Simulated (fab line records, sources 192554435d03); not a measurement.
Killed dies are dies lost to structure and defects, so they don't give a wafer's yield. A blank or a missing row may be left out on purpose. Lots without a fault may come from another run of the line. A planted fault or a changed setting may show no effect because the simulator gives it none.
fab line records | flow n5_finfet
record lots=24 wafers=72 last_day=18
route steps=1938 shown BEOL_M12@1612 BEOL_M13@1714
lots that met no fault: from a run of the same line without faults
start_h: hours from the record's first day to the start of the lot's first wafer shown | wait_h: hours since the lot's step before | " the same as in the row above | L1.1+2: a row that stands for several wafers | - no value, or no start given | * or withheld: withheld | < > ~ a bound
route shown NAME@n: a module of which the file shows steps, and the number in the route of the first | usual: mean/standard deviation of fault-free wafers | same: alike in all rows | chamber/n: place in a boat | sites: the reading at each site | _std_site: their standard deviation | _edge_site: outer sites' mean less inner sites' | radius_mm: how far each site lies from the wafer's centre | mask NAME#n: copy n | behind: the tool/chamber that last shaped the wafer | hold: why the lot was held/for how many hours/how that ended | device: the transistor (n, p or np) that didn't switch | end of line: the same wafers' tests at the end of the route | a step without rows: its recipe alone | killed: dies lost to structure and defects at the first sort, not the wafer's yield | map: a wafer's dies, x killed, . not, _ none there
set.NAME: the setting as run; set.NAME@STEP: as run at that earlier step | model.NAME: the simulator's own value behind a step, which no gauge read
steps of the route over a sample of lots; a table a step, a row a wafer
services: from which hour (start_h, from the record's first day; less than 0 if before it) a tool's chamber was out of use, for how many hours, and why
## steps
# step N5_BEOL_M12_CD_MEAS_10
# recipe target_cd_nm=140 landing_energy_ev=500 detector=se_inlens polarity=opening
# usual cd_nm=142.0/1.9
# columns lot.wafer tool chamber start_h wait_h cd_nm
L076.1 cd_sem-01 0 255.62 - 140.6
L076.3 " 0 " " 140.6
L076.6 " 0 " " 140.7
L077.1 cd_sem-01 0 263.09 - 144.3
L077.3 " 0 " " 144.5
L077.6 " 0 " " 146.4
L075.2 cd_sem-01 0 263.71 - 142.7
L075.4 " 0 " " 138.6
L075.6 " 0 " " 141.2
L079.3 cd_sem-01 0 280.57 - 143.0
L079.4 " 0 " " 144.5
L079.6 " 0 " " 143.0
L078.3 cd_sem-03 0 280.98 - 142.2
L078.4 " 0 " " 139.8
L078.5 " 0 " " 141.8
L080.1 cd_sem-01 0 284.33 - 141.2
L080.3 " 0 " " 142.9
L080.6 " 0 " " 141.0
L081.2 cd_sem-02 0 285.64 - 143.5
L081.3 " 0 " " 142.8
L081.5 " 0 " " 143.5
L074.1 cd_sem-03 0 286.38 - 142.1
L074.5 " 0 " " 141.5
L074.6 " 0 " " 141.2
L082.1 cd_sem-01 0 287.58 - 139.6
L082.2 " 0 " " 141.9
L082.4 " 0 " " 140.9
L084.1 cd_sem-02 0 302.89 - 145.0
L084.2 " 0 " " 141.9
L084.6 " 0 " " 141.0
L083.1 cd_sem-03 0 303.14 - 143.5
L083.2 " 0 " " 141.0
L083.4 " 0 " " 143.0
L085.2 cd_sem-03 0 305.69 - 146.1
L085.3 " 0 " " 142.7
L085.6 " 0 " " 142.8
L086.1 cd_sem-03 0 324.01 - 140.1
L086.3 " 0 " " 140.0
L086.6 " 0 " " 137.6
L087.1 cd_sem-01 0 341.59 - 143.6
L087.3 " 0 " " 144.9
L087.6 " 0 " " 141.6
L088.2 cd_sem-02 0 342.42 - 143.0
L088.3 " 0 " " 141.5
L088.5 " 0 " " 140.3
L089.2 cd_sem-03 0 348.87 - 144.4
L089.3 " 0 " " 144.4
L089.4 " 0 " " 143.2
L091.3 cd_sem-02 0 357.44 - 139.4
L091.5 " 0 " " 144.0
L091.6 " 0 " " 142.8
L090.1 cd_sem-01 0 359.71 - 140.7
L090.4 " 0 " " 140.8
L090.5 " 0 " " 144.8
L092.3 cd_sem-02 0 360.40 - 141.9
L092.4 " 0 " " 145.7
L092.6 " 0 " " 141.5
L093.1 cd_sem-02 0 378.01 - 139.1
L093.2 " 0 " " 140.9
L093.4 " 0 " " 138.5
L094.1 cd_sem-01 0 387.51 - 144.2
L094.2 " 0 " " 143.3
L094.5 " 0 " " 142.9
L095.2 cd_sem-01 0 387.58 - 140.6
L095.3 " 0 " " 137.3
L095.4 " 0 " " 141.4
L096.2 cd_sem-01 0 394.37 - 142.8
L096.3 " 0 " " 141.9
L096.4 " 0 " " 142.7
L097.2 cd_sem-01 0 394.77 - 140.3
L097.4 " 0 " " 142.1
L097.5 " 0 " " 138.3
# step N5_BEOL_M12_ETCH_67
# recipe chemistry=CF4 target=SiARC target_depth_a=1430 time_s=238.3 ion_energy_ev=80 pressure_mtorr=40 source_w=545 bias_w=36 Ar_flow_sccm=100 cf4_flow_sccm=100 ends=cleared
# usual drypump_motor_current_A=5.6/0.49 etch_rf_on_time_s=238/6.8 oes_product_au=0.66/0.066 rf_vpp_V=184.6/1.1 showerhead_plenum_p_Torr=2.18/0.068 throttle_valve_pct=15.75/0.17
# columns lot.wafer tool chamber start_h wait_h drypump_motor_current_A etch_rf_on_time_s oes_product_au rf_hours_counter_h rf_vpp_V showerhead_plenum_p_Torr throttle_valve_pct
L076.1 rie_diel-03 1 256.89 0.0 5.2 243 0.66 145 185.1 2.14 15.64
L076.3 " 2 " " 5.3 244 0.63 150 184.2 2.15 16.00
L076.6 " 1 " " 5.2 244 0.65 - 184.6 2.14 15.63
L077.1 rie_diel-03 3 264.12 0.0 6.3 228 0.83 12 185.7 2.30 15.58
L077.3 " 0 " " 5.7 232 0.63 178 186.8 2.21 15.67
L077.6 " 3 " " 6.3 230 0.84 - 185.3 2.30 15.58
L075.2 rie_diel-03 0 264.74 0.0 5.7 230 0.63 178 185.1 2.21 15.67
L075.4 " 1 " " 5.3 239 0.65 148 184.5 2.14 15.63
L075.6 " 2 " " 5.3 241 0.63 - 185.1 2.15 16.01
L079.3 rie_diel-03 3 281.94 0.0 6.3 233 0.80 19 185.0 2.29 15.59
L079.4 " 2 " " 5.3 245 0.61 158 184.1 2.15 16.01
L079.6 " 0 " " 5.7 235 0.62 - 183.4 2.21 15.69
L078.3 rie_diel-01 3 282.30 0.0 5.3 241 0.59 220 184.6 2.21 15.75
L078.4 " 0 " " 6.4 246 0.65 128 184.7 2.15 15.46
L078.5 " 0 " " 6.3 246 0.66 - 185.8 2.14 15.47
L080.1 rie_diel-01 0 285.79 0.0 6.4 249 0.66 129 183.3 2.14 15.46
L080.3 " 3 " " 5.4 239 0.59 222 185.0 2.21 15.76
L080.6 " 0 " " 6.3 246 0.65 - 185.2 2.14 15.48
L081.2 rie_diel-01 1 287.05 0.0 5.3 236 0.70 82 184.6 2.15 15.52
L081.3 " 0 " " 6.4 244 0.65 130 184.4 2.14 15.46
L081.5 " 1 " " 5.3 239 0.69 - 185.4 2.15 15.51
L074.1 rie_diel-03 3 287.77 0.0 6.3 230 0.80 21 187.4 2.29 15.60
L074.5 " 3 " " 6.3 231 0.80 - 186.1 2.29 15.59
L074.6 " 2 " " 5.3 245 0.62 - 185.1 2.15 16.01
L082.1 rie_diel-03 1 289.18 0.0 5.3 242 0.65 155 184.8 2.14 15.66
L082.2 " 0 " " 5.7 234 0.62 186 185.8 2.21 15.69
L082.4 " 2 " " 5.3 246 0.61 161 184.1 2.15 16.01
L084.1 rie_diel-03 2 304.05 0.0 5.3 243 0.62 165 184.8 2.15 16.02
L084.2 " 0 " " 5.7 233 0.62 191 186.0 2.21 15.71
L084.6 " 0 " " 5.7 232 0.62 - 186.1 2.21 15.69
L083.1 rie_diel-05 3 304.82 0.0 4.6 247 0.67 110 184.7 2.25 15.78
L083.2 " 1 " " 5.7 230 0.69 112 182.9 2.06 15.57
L083.4 " 2 " " 5.6 229 0.70 96 185.1 2.25 15.66
L085.2 rie_diel-05 2 306.93 0.0 5.6 229 0.70 97 185.6 2.25 15.68
L085.3 " 1 " " 5.7 228 0.70 113 183.8 2.06 15.56
L085.6 " 2 " " 5.6 229 0.70 - 184.5 2.25 15.67
L086.1 rie_diel-05 3 325.13 0.0 4.6 250 0.66 117 185.4 2.25 15.78
L086.3 " 2 " " 5.6 230 0.69 104 186.4 2.24 15.68
L086.6 " 2 " " 5.6 230 0.69 - 186.3 2.24 15.67
L087.1 rie_diel-01 0 342.62 0.0 6.4 241 0.64 148 183.9 2.14 15.49
L087.3 " 2 " " 4.9 239 0.59 234 184.9 2.20 16.00
L087.6 " 0 " " 6.3 242 0.65 - 185.1 2.14 15.51
L088.2 rie_diel-03 3 343.57 0.0 6.4 230 0.78 41 185.5 2.28 15.62
L088.3 " 2 " " 5.3 246 0.61 180 183.8 2.14 16.07
L088.5 " 0 " " 5.7 233 0.61 - 184.6 2.20 15.73
L089.2 rie_diel-01 2 349.95 0.0 5.0 239 0.59 236 184.2 2.20 16.01
L089.3 " 3 " " 5.3 238 0.58 243 186.5 2.21 15.78
L089.4 " 1 " " 5.2 239 0.67 104 186.0 2.14 15.56
L091.3 rie_diel-03 0 358.86 0.0 5.7 232 0.61 211 183.6 2.20 15.74
L091.5 " 2 " " 5.3 246 0.60 - 183.2 2.14 16.10
L091.6 " 3 " " 6.3 231 0.76 - 185.9 2.28 15.66
L090.1 rie_diel-03 2 360.86 0.0 5.3 243 0.60 186 182.9 2.14 16.07
L090.4 " 1 " " 5.2 239 0.64 174 184.3 2.13 15.70
L090.5 " 2 " " 5.3 240 0.61 - 183.5 2.14 16.07
L092.3 rie_diel-03 1 361.43 0.0 5.2 242 0.64 175 183.8 2.13 15.69
L092.4 " 3 " " 6.3 228 0.76 48 185.6 2.28 15.65
L092.6 " 2 " " 5.3 243 0.61 - 185.2 2.14 16.07
L093.1 rie_diel-05 0 379.04 0.0 6.2 247 0.64 141 182.1 2.06 15.86
L093.2 " 3 " " 4.6 250 0.64 136 184.6 2.24 15.85
L093.4 " 2 " " 5.6 227 0.67 124 185.6 2.24 15.70
L094.1 rie_diel-03 0 388.99 0.0 5.7 234 0.60 221 183.5 2.20 15.74
L094.2 " 2 " " 5.3 245 0.60 196 183.9 2.14 16.07
L094.5 " 0 " " 5.6 235 0.59 - 186.1 2.20 15.75
L095.2 rie_diel-05 0 389.19 0.0 6.2 245 0.65 143 183.6 2.06 15.86
L095.3 " 1 " " 5.7 232 0.67 142 183.4 2.05 15.62
L095.4 " 2 " " 5.6 228 0.67 128 186.3 2.24 15.73
L096.2 rie_diel-03 1 395.42 0.0 5.2 244 0.62 186 184.5 2.13 15.71
L096.3 " 0 " " 5.7 234 0.60 224 185.4 2.19 15.75
L096.4 " 2 " " 5.3 245 0.59 198 184.8 2.14 16.09
L097.2 rie_diel-03 0 395.91 0.0 5.7 235 0.60 224 183.4 2.19 15.75
L097.4 " 2 " " 5.3 244 0.59 199 184.4 2.14 16.09
L097.5 " 1 " " 5.2 245 0.62 - 183.7 2.13 15.72
# step N5_BEOL_M12_ETCH_38
# recipe chemistry=CF4/N2 target=SiCN target_depth_a=687 taper_deg=2 time_s=73.4 ion_energy_ev=150 mask_material=SiO2 pressure_mtorr=40 source_w=430 bias_w=70 Ar_flow_sccm=100 cf4_flow_sccm=60 n2_flow_sccm=60
# usual drypump_motor_current_A=5.6/0.5 oes_product_au=0.77/0.07 rf_vpp_V=383.3/1.8 showerhead_plenum_p_Torr=2.25/0.068 throttle_valve_pct=15.57/0.16
# columns lot.wafer tool chamber start_h wait_h drypump_motor_current_A oes_product_au rf_hours_counter_h rf_vpp_V showerhead_plenum_p_Torr throttle_valve_pct
L076.1 rie_diel-05 0 258.27 - 6.2 0.79 103 379.9 2.13 15.61
L076.3 " 2 " " 5.6 0.85 77 385.7 2.33 15.48
L076.6 " 2 " " 5.6 0.85 - 386.5 2.33 15.47
L077.1 rie_diel-05 0 266.03 - 6.2 0.79 106 379.6 2.13 15.62
L077.3 " 2 " " 5.6 0.84 80 385.5 2.33 15.49
L077.6 " 2 " " 5.6 0.85 - 384.4 2.33 15.48
L075.2 rie_diel-01 2 266.33 - 4.9 0.72 206 385.4 2.27 15.74
L075.4 " 2 " " 4.9 0.71 - 383.5 2.27 15.76
L075.6 " 3 " " 5.3 0.70 - 383.2 2.28 15.56
L079.3 rie_diel-01 2 282.89 - 4.9 0.71 212 384.1 2.27 15.78
L079.4 " 1 " " 5.2 0.83 80 383.6 2.23 15.37
L079.6 " 1 " " 5.3 0.81 - 384.5 2.23 15.38
L078.3 rie_diel-01 1 285.66 - 5.2 0.82 81 381.6 2.23 15.38
L078.4 " 0 " " 6.3 0.77 129 381.7 2.22 15.33
L078.5 " 3 " " 5.4 0.69 - 384.6 2.28 15.58
L080.1 rie_diel-01 1 289.00 - 5.2 0.81 83 383.3 2.22 15.38
L080.3 " 3 " " 5.3 0.68 223 382.6 2.27 15.58
L080.6 " 1 " " 5.2 0.81 - 384.2 2.22 15.38
L081.2 rie_diel-03 0 289.05 - 5.6 0.73 186 383.0 2.28 15.55
L081.3 " 2 " " 5.3 0.72 161 381.2 2.21 15.85
L081.5 " 3 " " 6.3 0.94 - 386.2 2.36 15.41
L074.1 rie_diel-03 0 296.10 - 5.7 0.73 189 384.0 2.28 15.55
L074.5 " 2 " " 5.3 0.72 - 381.2 2.21 15.84
L074.6 " 1 " " 5.2 0.75 - 383.0 2.20 15.51
L082.1 rie_diel-03 1 296.33 - 5.2 0.75 157 382.2 2.20 15.51
L082.2 " 2 " " 5.3 0.71 163 379.5 2.21 15.85
L082.4 " 3 " " 6.3 0.94 23 384.4 2.36 15.42
L084.1 rie_diel-05 0 306.40 - 6.2 0.78 116 381.3 2.13 15.63
L084.2 " 1 " " 5.6 0.81 113 379.7 2.13 15.42
L084.6 " 1 " " 5.6 0.82 - 379.2 2.13 15.41
L083.1 rie_diel-03 0 306.73 - 5.7 0.72 192 384.7 2.28 15.53
L083.2 " 1 " " 5.2 0.76 161 382.6 2.20 15.53
L083.4 " 3 " " 6.3 0.92 27 385.8 2.36 15.42
L085.2 rie_diel-01 0 307.54 - 6.4 0.77 137 382.6 2.21 15.34
L085.3 " 2 " " 4.9 0.70 222 385.9 2.26 15.80
L085.6 " 1 " " 5.3 0.81 - 382.7 2.22 15.39
L086.1 rie_diel-03 3 326.04 - 6.3 0.93 34 385.5 2.36 15.44
L086.3 " 2 " " 5.3 0.71 173 381.2 2.21 15.86
L086.6 " 3 " " 6.3 0.93 - 384.5 2.36 15.45
L087.1 rie_diel-03 2 345.94 - 5.3 0.71 180 381.5 2.20 15.87
L087.3 " 0 " " 5.6 0.72 206 386.0 2.27 15.58
L087.6 " 2 " " 5.3 0.71 - 382.2 2.20 15.88
L088.2 rie_diel-03 3 346.04 - 6.3 0.91 42 384.0 2.35 15.48
L088.3 " 0 " " 5.7 0.71 206 383.5 2.27 15.57
L088.5 " 2 " " 5.4 0.71 - 381.5 2.20 15.88
L089.2 rie_diel-01 2 352.64 - 5.0 0.68 237 385.3 2.26 15.84
L089.3 " 0 " " 6.3 0.74 151 381.5 2.21 15.40
L089.4 " 3 " " 5.3 0.68 244 386.0 2.27 15.62
L091.3 rie_diel-05 3 362.56 - 4.7 0.77 130 384.1 2.31 15.63
L091.5 " 3 " " 4.6 0.76 - 385.3 2.31 15.62
L091.6 " 2 " " 5.6 0.80 - 384.8 2.31 15.56
L090.1 rie_diel-01 0 362.74 - 6.4 0.75 154 382.8 2.21 15.38
L090.4 " 2 " " 5.0 0.69 240 384.9 2.26 15.81
L090.5 " 2 " " 4.9 0.69 - 383.1 2.26 15.84
L092.3 rie_diel-03 2 365.84 - 5.3 0.70 188 380.7 2.20 15.90
L092.4 " 0 " " 5.7 0.71 214 383.5 2.27 15.59
L092.6 " 0 " " 5.7 0.71 - 383.9 2.27 15.59
L093.1 rie_diel-01 0 379.65 - 6.4 0.75 161 383.8 2.21 15.41
L093.2 " 1 " " 5.2 0.78 114 382.9 2.21 15.45
L093.4 " 1 " " 5.2 0.78 - 382.2 2.21 15.44
L094.1 rie_diel-05 1 391.32 - 5.6 0.78 143 381.9 2.12 15.49
L094.2 " 0 " " 6.2 0.76 144 379.4 2.12 15.69
L094.5 " 2 " " 5.6 0.79 - 384.5 2.31 15.57
L095.2 rie_diel-05 0 391.74 - 6.2 0.75 145 380.4 2.12 15.69
L095.3 " 2 " " 5.6 0.79 129 384.4 2.31 15.58
L095.4 " 0 " " 6.2 0.74 - 380.8 2.12 15.71
L096.2 rie_diel-03 3 396.36 - 6.3 0.88 60 386.4 2.35 15.50
L096.3 " 1 " " 5.2 0.73 187 381.0 2.19 15.58
L096.4 " 2 " " 5.3 0.70 199 382.0 2.20 15.90
L097.2 rie_diel-03 2 396.71 - 5.3 0.70 199 380.0 2.20 15.92
L097.4 " 3 " " 6.3 0.87 60 384.1 2.35 15.51
L097.5 " 1 " " 5.2 0.72 - 382.0 2.19 15.57
# step N5_BEOL_M12_SPUTTER_44
# recipe material=Ta target_thk_a=100 temp_c=50 bias_v=80 power_w=15000 chamber_pressure_pa=0.07 time_s=16.13
# usual bias_v=79.9/0.77 throttle_valve_pct=30.0/1
# columns lot.wafer tool chamber start_h wait_h bias_v throttle_valve_pct
L076.1 pvd_sputter-02 - 258.89 0.0 80.4 28.9
L076.3 " - " " 79.6 29.2
L076.6 " - " " 79.1 29.8
L077.1 pvd_sputter-03 - 266.77 0.0 80.1 30.1
L077.3 " - " " 80.7 30.0
L077.6 " - " " 78.2 28.6
L075.2 pvd_sputter-01 - 267.17 0.0 79.6 29.6
L075.4 " - " " 80.6 30.6
L075.6 " - " " 79.6 30.4
L079.3 pvd_sputter-01 - 285.24 0.0 79.7 31.8
L079.4 " - " " 79.7 29.2
L079.6 " - " " 81.1 31.8
L078.3 pvd_sputter-01 - 286.26 0.0 80.8 30.5
L078.4 " - " " 79.9 29.3
L078.5 " - " " 80.2 30.6
L080.1 pvd_sputter-02 - 289.60 0.0 81.0 29.9
L080.3 " - " " 79.3 28.7
L080.6 " - " " 79.3 28.9
L081.2 pvd_sputter-01 - 289.64 0.0 80.2 30.9
L081.3 " - " " 80.7 31.8
L081.5 " - " " 79.1 30.8
L074.1 pvd_sputter-03 - 296.90 0.0 79.4 30.2
L074.5 " - " " 79.3 28.5
L074.6 " - " " 80.5 30.1
L082.1 pvd_sputter-01 - 298.86 0.0 78.9 31.8
L082.2 " - " " 79.5 30.8
L082.4 " - " " 80.5 30.7
L084.1 pvd_sputter-01 - 307.06 0.0 79.9 29.4
L084.2 " - " " 79.6 31.0
L084.6 " - " " 80.0 31.7
L083.1 pvd_sputter-01 - 307.38 0.0 80.0 30.6
L083.2 " - " " 80.3 31.8
L083.4 " - " " 79.4 30.8
L085.2 pvd_sputter-02 - 307.99 0.0 79.2 29.1
L085.3 " - " " 81.1 29.9
L085.6 " - " " 80.5 28.9
L086.1 pvd_sputter-03 - 326.72 0.0 79.7 28.8
L086.3 " - " " 79.6 30.1
L086.6 " - " " 79.9 30.1
L087.1 pvd_sputter-01 - 346.31 0.0 79.2 31.0
L087.3 " - " " 79.7 30.7
L087.6 " - " " 80.6 29.4
L088.2 pvd_sputter-03 - 346.45 0.0 79.2 30.2
L088.3 " - " " 79.3 28.7
L088.5 " - " " 80.2 29.9
L089.2 pvd_sputter-01 - 353.00 0.0 80.2 31.0
L089.3 " - " " 79.9 31.7
L089.4 " - " " 79.2 29.3
L091.3 pvd_sputter-03 - 363.12 0.0 80.6 30.4
L091.5 " - " " 81.7 30.3
L091.6 " - " " 79.1 28.8
L090.1 pvd_sputter-01 - 363.46 0.0 80.5 31.4
L090.4 " - " " 78.7 30.9
L090.5 " - " " 78.9 30.7
L092.3 pvd_sputter-03 - 366.70 0.0 79.4 29.5
L092.4 " - " " 79.6 28.5
L092.6 " - " " 80.1 30.5
L093.1 pvd_sputter-01 - 380.34 0.0 80.5 30.7
L093.2 " - " " 80.9 30.8
L093.4 " - " " 79.5 29.3
L094.1 pvd_sputter-03 - 392.26 0.0 80.4 29.9
L094.2 " - " " 80.1 30.4
L094.5 " - " " 80.7 30.3
L095.2 pvd_sputter-01 - 392.40 0.0 81.6 30.6
L095.3 " - " " 79.4 29.2
L095.4 " - " " 80.2 30.7
L096.2 pvd_sputter-02 - 396.91 0.0 79.9 28.0
L096.3 " - " " 80.5 29.8
L096.4 " - " " 80.2 29.1
L097.2 pvd_sputter-03 - 397.37 0.0 79.9 30.1
L097.4 " - " " 79.7 29.8
L097.5 " - " " 79.5 28.9
# step N5_BEOL_M12_DEP_53
# recipe material=SiCN target_thk_a=300 temp_c=withheld precursor=3MS/NH3 pressure_torr=3 rf_w=675 time_s=10.5
# usual showerhead_plenum_p_Torr=4.160/0.017 throttle_valve_pct=17.8/0.59
# columns lot.wafer tool chamber start_h wait_h showerhead_plenum_p_Torr throttle_valve_pct
L076.1 pecvd-03 1 259.91 0.0 4.176 17.9
L076.3 " 2 " " 4.172 17.0
L076.6 " 2 " " 4.171 16.9
L077.1 pecvd-01 0 267.76 0.0 4.190 18.6
L077.3 " 2 " " 4.131 17.9
L077.6 " 1 " " 4.139 18.6
L075.2 pecvd-01 1 268.17 0.0 4.129 18.5
L075.4 " 2 " " 4.152 18.0
L075.6 " 0 " " 4.192 18.4
L079.3 pecvd-03 2 286.68 0.0 4.173 16.9
L079.4 " 1 " " 4.161 18.0
L079.6 " 0 " " 4.151 17.0
L078.3 pecvd-02 2 287.33 0.0 4.161 17.1
L078.4 " 1 " " 4.163 18.3
L078.5 " 2 " " 4.161 17.1
L080.1 pecvd-03 1 290.59 0.0 4.163 17.9
L080.3 " 2 " " 4.171 16.8
L080.6 " 2 " " 4.168 17.0
L081.2 pecvd-02 2 290.91 0.0 4.168 17.3
L081.3 " 2 " " 4.162 17.3
L081.5 " 2 " " 4.165 17.1
L074.1 pecvd-03 0 298.68 0.0 4.164 17.0
L074.5 " 2 " " 4.169 17.1
L074.6 " 0 " " 4.160 16.7
L082.1 pecvd-01 0 299.86 0.0 4.189 18.4
L082.2 " 2 " " 4.148 17.9
L082.4 " 1 " " 4.121 18.9
L084.1 pecvd-03 0 308.51 0.0 4.155 17.3
L084.2 " 1 " " 4.158 17.8
L084.6 " 0 " " 4.161 17.1
L083.1 pecvd-01 0 308.69 0.0 4.188 18.5
L083.2 " 1 " " 4.129 18.8
L083.4 " 0 " " 4.193 18.5
L085.2 pecvd-02 0 309.71 0.0 4.157 17.4
L085.3 " 1 " " 4.165 18.4
L085.6 " 2 " " 4.180 17.0
L086.1 pecvd-01 0 327.73 0.0 4.173 18.3
L086.3 " 2 " " 4.152 18.1
L086.6 " 0 " " 4.194 18.6
L087.1 pecvd-03 2 347.36 0.0 4.170 17.0
L087.3 " 1 " " 4.164 18.1
L087.6 " 2 " " 4.174 17.1
L088.2 pecvd-01 2 347.58 0.0 4.136 17.9
L088.3 " 0 " " 4.186 18.5
L088.5 " 0 " " 4.174 18.4
L089.2 pecvd-03 1 353.99 0.0 4.159 17.7
L089.3 " 0 " " 4.153 17.1
L089.4 " 0 " " 4.155 17.0
L091.3 pecvd-01 2 364.11 0.0 4.148 18.1
L091.5 " 0 " " 4.190 18.3
L091.6 " 1 " " 4.123 18.5
L090.1 pecvd-01 2 364.45 0.0 4.148 18.0
L090.4 " 1 " " 4.139 18.6
L090.5 " 2 " " 4.143 18.3
L092.3 pecvd-03 1 367.90 0.0 4.174 17.8
L092.4 " 2 " " 4.172 17.5
L092.6 " 0 " " 4.152 17.2
L093.1 pecvd-02 1 381.33 0.0 4.153 17.9
L093.2 " 2 " " 4.169 17.1
L093.4 " 1 " " 4.162 18.4
L094.1 pecvd-03 1 393.26 0.0 4.165 17.8
L094.2 " 2 " " 4.166 17.3
L094.5 " 1 " " 4.160 17.7
L095.2 pecvd-01 0 393.53 0.0 4.194 18.3
L095.3 " 1 " " 4.137 18.5
L095.4 " 2 " " 4.139 18.2
L096.2 pecvd-02 0 397.95 0.0 4.154 17.6
L096.3 " 1 " " 4.163 18.2
L096.4 " 2 " " 4.174 17.0
L097.2 pecvd-01 0 398.37 0.0 4.191 18.7
L097.4 " 0 " " 4.201 18.4
L097.5 " 2 " " 4.143 18.2
# step N5_BEOL_M13_RS_MEAS_54
# recipe thk_meas_gauge=four-point-probe reads=Cu_of_BEOL_M13_ECD_47+Ta_of_BEOL_M13_SPUTTER_44+TaN_of_BEOL_M13_SPUTTER_43
# usual M13_RS=0.0450/0.00083
# columns lot.wafer tool chamber start_h wait_h M13_RS[ohm/sq]
L076.1 film_metro-01 - 264.98 0.0 0.0448
L076.3 " - " " 0.0458
L076.6 " - " " 0.0451
L077.1 film_metro-01 - 272.48 0.0 0.0439
L077.3 " - " " 0.0449
L077.6 " - " " 0.0450
L075.2 film_metro-02 - 273.38 0.1 0.0435
L075.4 " - " " 0.0434
L075.6 " - " " 0.0447
L079.3 film_metro-02 - 291.32 0.1 0.0440
L079.4 " - " " 0.0445
L079.6 " - " " 0.0446
L078.3 film_metro-02 - 298.47 0.1 0.0447
L078.4 " - " " 0.0439
L078.5 " - " " 0.0443
L080.1 film_metro-01 - 302.10 0.0 0.0459
L080.3 " - " " 0.0449
L080.6 " - " " 0.0453
L081.2 film_metro-01 - 302.70 0.1 0.0446
L081.3 " - " " 0.0454
L081.5 " - " " 0.0447
L074.1 film_metro-01 - 303.41 0.0 0.0453
L074.5 " - " " 0.0454
L074.6 " - " " 0.0458
L082.1 film_metro-02 - 305.36 0.0 0.0456
L082.2 " - " " 0.0461
L082.4 " - " " 0.0458
L084.1 film_metro-02 - 313.07 0.1 0.0458
L084.2 " - " " 0.0455
L084.6 " - " " 0.0455
L083.1 film_metro-02 - 315.53 0.1 0.0459
L083.2 " - " " 0.0460
L083.4 " - " " 0.0465
L085.2 film_metro-02 - 317.09 0.1 0.0445
L085.3 " - " " 0.0450
L085.6 " - " " 0.0458
L086.1 film_metro-01 - 332.68 0.1 0.0457
L086.3 " - " " 0.0458
L086.6 " - " " 0.0456
L087.1 film_metro-01 - 354.51 0.0 0.0450
L087.3 " - " " 0.0454
L087.6 " - " " 0.0447
L088.2 film_metro-02 - 354.83 0.1 0.0443
L088.3 " - " " 0.0454
L088.5 " - " " 0.0442
L089.2 film_metro-01 - 359.21 0.1 0.0453
L089.3 " - " " 0.0443
L089.4 " - " " 0.0445
L091.3 film_metro-02 - 369.48 0.1 0.0454
L091.5 " - " " 0.0460
L091.6 " - " " 0.0434
L090.1 film_metro-02 - 371.96 0.0 0.0453
L090.4 " - " " 0.0463
L090.5 " - " " 0.0445
L092.3 film_metro-02 - 373.04 0.1 0.0441
L092.4 " - " " 0.0461
L092.6 " - " " 0.0467
L093.1 film_metro-02 - 390.06 0.1 0.0455
L093.2 " - " " 0.0444
L093.4 " - " " 0.0445
L094.1 film_metro-01 - 398.25 0.0 0.0455
L094.2 " - " " 0.0443
L094.5 " - " " 0.0445
L095.2 film_metro-01 - 398.32 0.1 0.0442
L095.3 " - " " 0.0452
L095.4 " - " " 0.0450
L096.2 film_metro-02 - 404.16 0.1 0.0453
L096.3 " - " " 0.0450
L096.4 " - " " 0.0444
L097.2 film_metro-02 - 406.77 0.1 0.0438
L097.4 " - " " 0.0460
L097.5 " - " " 0.0463
## services
# columns tool chamber start_h hours kind
pecvd-02 1 238.05 21.2 repair
rie_diel-01 - 238.12 15.6 pm
pecvd-01 2 254.64 5.5 scheduled_down
pecvd-02 - 260.45 0.9 repair
rie_diel-01 1 263.76 3.0 repair
pecvd-03 2 264.54 2.1 scheduled_down
pecvd-03 0 271.69 5.5 scheduled_down
pecvd-01 - 276.86 5.5 pm
pecvd-02 0 289.71 5.5 scheduled_down
pecvd-02 1 295.17 5.0 scheduled_down
pecvd-03 2 305.46 5.5 scheduled_down
rie_diel-01 - 322.39 0.2 repair
pecvd-01 1 326.34 5.5 scheduled_down
rie_diel-03 1 336.08 13.1 repair
pvd_sputter-03 - 350.34 3.1 repair
rie_diel-01 3 372.47 - clean
rie_diel-01 3 372.47 - consumable_replace:focus_ring
rie_diel-01 3 372.47 19.3 scheduled_down
rie_diel-01 3 372.47 19.3 vent_cycle
rie_diel-05 3 389.66 9.0 repair
rie_diel-01 2 391.81 - clean
rie_diel-01 2 391.81 - consumable_replace:focus_ring
rie_diel-01 2 391.81 15.4 scheduled_down
rie_diel-01 2 391.81 15.4 vent_cycle
## key
fault none
